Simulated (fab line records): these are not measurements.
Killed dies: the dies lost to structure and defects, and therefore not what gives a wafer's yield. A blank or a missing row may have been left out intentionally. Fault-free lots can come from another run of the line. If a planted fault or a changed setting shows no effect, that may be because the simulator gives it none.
Problem report in the 8D (eight disciplines) form, filled by code :: flow n5Finfet :: the parts of the form that need people (team, actions taken, sign-off) are left out

== 1. PROBLEM STATEMENT ==
At N5_BEOL_M15_COAT_56, spinSpeedRpm averages 1566.3 rpm over 6 wafers from 2 lots, while fault-free wafers read 1500.0 rpm, standard deviation 1.2. That puts it +55 standard deviations away from the usual mean.
The step: time 60 s, resist thk 550 nm.
First seen on wafer L287.1, day 14 23:33, on lithoTrack-01. The record has a number at this step for 32 wafers belonging to 11 lots. Rule for "out" (also "out of limits"): further than 4 standard deviations from the usual mean. All remaining wafers that have a number are taken as sound.

== 2. WHAT THIS IS AND IS NOT ==
question: which readings at this step
is: spinSpeedRpm
is not: -

question: which lots
is: L287, L289
is not: L274, L275, L276, L278, L280, L283, L291, L295, L296

question: which wafers of those lots
is: all that have a number
is not: -

question: read on which tools
is: lithoTrack-01
is not: lithoTrack-02

question: when
is: from day 14 23:33
is not: up to then (17 sound wafers); but 9 sound wafers of L291, L295, L296 came after

== 3. SUSPECTS, AND WHAT RULES EACH OUT ==
Counting: any tool at a process step up to the reading is kept as a suspect provided that every lot that is out went through it and no sound lot did after the first of them.
- pvdSputter-02 at N5_BEOL_M14_SPUTTER_43 (material TaN, target thk 15 nm, time 24.19 s): ruled out as a lasting fault. The sound lots L296 went through it after L287, its earliest lot that is out (day 14 20:19).
- lithoTrack-01 at N5_BEOL_M15_COAT_56 (time 60 s, resist thk 550 nm): kept. All lots that are out passed through it, beginning with L287 at day 14 23:33, and no sound lot followed; its final sound lot before that point was L278 at day 12 13:02. Out on those wafers are its own readings of spinSpeedRpm.
After counting, what remains is lithoTrack-01 at N5_BEOL_M15_COAT_56.

== 4. THE CAUSE (what the simulator had put in) ==
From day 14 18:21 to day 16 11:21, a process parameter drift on lithoTrack-01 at N5_BEOL_M15_COAT_56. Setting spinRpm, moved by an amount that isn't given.
This tool alone remained once counting was done.

== 5. SEQUENCE OF EFFECTS, ordered by route ==
One row per reading whose mean, taken over the struck wafers that have a number, lies over 3 standard deviations from the usual. Readings are gone through only where the record gives a usual standard deviation; hours: the median, over the lots, of the time from a lot's start at the first step in this table giving one to that lot's start at this step; sigmas: the change measured in usual standard deviations.
hours: 0
step: N5_BEOL_M15_COAT_56
reading: spinSpeedRpm
usual: 1500.0 rpm
on struck wafers: 1566.3
change: +66.3
sigmas: +55
Here are the process steps it includes:
- N5_BEOL_M15_COAT_56: time 60 s, resist thk 550 nm.

== 6. WHAT WOULD HAVE CAUGHT IT SOONER ==
5 hours passed between the start of the fault at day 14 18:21 and the first reading out of limits in this record, taken at day 14 23:33.
